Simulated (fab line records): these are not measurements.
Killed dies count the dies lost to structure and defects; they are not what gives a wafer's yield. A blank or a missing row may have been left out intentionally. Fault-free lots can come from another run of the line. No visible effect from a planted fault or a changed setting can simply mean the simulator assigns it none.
Which of the tools did it?    flow nandHarc    route of 1159 steps, sampled at 1 step: 12 lots, 36 wafers

== WHAT THE GAUGES SHOWED, per wafer ==
NHARC_A_SGD_CUT_CD_MEAS_09 targets a cd of 100 nm.
lot   measured      on        cdNm (nm)
L077  day 14 05:45  cdSem-03  100.4 100.6 100.3
L074  day 14 06:06  cdSem-02  99.2 99.7 99.6
L079  day 14 16:31  cdSem-02  99.6 100.2 99.7
L081  day 15 15:31  cdSem-02  99.9 100.5 99.9
L083  day 16 04:30  cdSem-02  99.8 98.9 99.0
L086  day 16 21:46  cdSem-02  99.9 100.5 100.7
L085  day 17 04:30  cdSem-02  99.5 99.8 99.8
L090  day 17 18:40  cdSem-03  99.9 99.7 100.4
L089  day 17 20:30  cdSem-01  100.0 100.1 100.1
L096  day 19 01:04  cdSem-03  100.6 100.7 100.6
L094  day 19 02:13  cdSem-03  99.9 100.0 99.8
L097  day 19 13:58  cdSem-02  100.1 99.4 100.4

== WHAT TOOL EACH LOT RAN ON (gives the tool, then ch and the chambers of the sampled wafers, and finally the start) ==
Record: no process step prior to these readings.

== THE ANSWER, worked out from the rows above alone ==
Rule: the usual values come from the lots themselves. Put in order of their means at a reading, lots are off if they are a third of the lots or fewer, leave a main group of 4 or more, and stand apart from it by a gap of 3 or more times the standard deviation of the main group's means; of several such gaps the widest counts. The tables above print the reading to a certain number of digits; a main group whose means all agree to those digits is not used. Also off: a lot with no number at a reading for which 4 or more lots have one. The other lots that the step has rows for count as sound.
Across all readings shown, no lot is off: no conclusion can be drawn from this.

== WHAT THE SIMULATOR HAD INSERTED ==
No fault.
